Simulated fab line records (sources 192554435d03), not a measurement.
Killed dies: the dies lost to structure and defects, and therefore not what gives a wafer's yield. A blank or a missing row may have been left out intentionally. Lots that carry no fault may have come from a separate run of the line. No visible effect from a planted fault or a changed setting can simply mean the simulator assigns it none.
Matching of chambers    flow n5_finfet    ald_metal-01 running N5_BEOL_M11_ALD_74: 4 sister chambers
The step deposits TaN, target thk 2 nm, pulse time 2 s, purge time 3 s. 4 wafers are shown with their chamber, then 8 later ones without.

== EACH WAFER AND ITS CHAMBER ==
wafer   chamber  heater_power_outer_w (W)
L081.3  3        239
L085.2  0        214
L085.6  1        245
L086.3  2        251

== WAFERS WITHOUT THEIR CHAMBER ==
wafer   heater_power_outer_w (W)
L086.4  240
L086.5  240
L090.2  215
L090.3  237
L090.4  239
L093.1  234
L093.4  206
L093.5  212

== THE CHAMBER EACH PASSED THROUGH ==
wafer    from the rows above       in truth
L086.4   can't be placed: 3 or 1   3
L086.5   can't be placed: 3 or 1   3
L090.2   0                         0
L090.3   can't be placed: 3 or 1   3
L090.4   can't be placed: 3 or 1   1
L093.1   can't be placed: 3 or 1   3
L093.4   0                         0
L093.5   0                         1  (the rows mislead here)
Placed correctly: 2 of 8. Can't be placed from these rows: 5 (the true chamber is among the candidates in 5). Number placed wrongly: 1.
How it was worked out, from the rows above alone: a wafer's distance from a chamber is the root of the sum, over the readings, of the square of ((its reading less the chamber's mean) divided by the reading's scatter). If the next closest chamber is less than 2 further off than the closest, the wafer can't be placed; otherwise it belongs to the closest. A chamber's mean is the mean of its shown wafers. The scatter: with one shown wafer a chamber, the root of the mean of the squares of how far each hidden wafer lies from its nearest shown one.
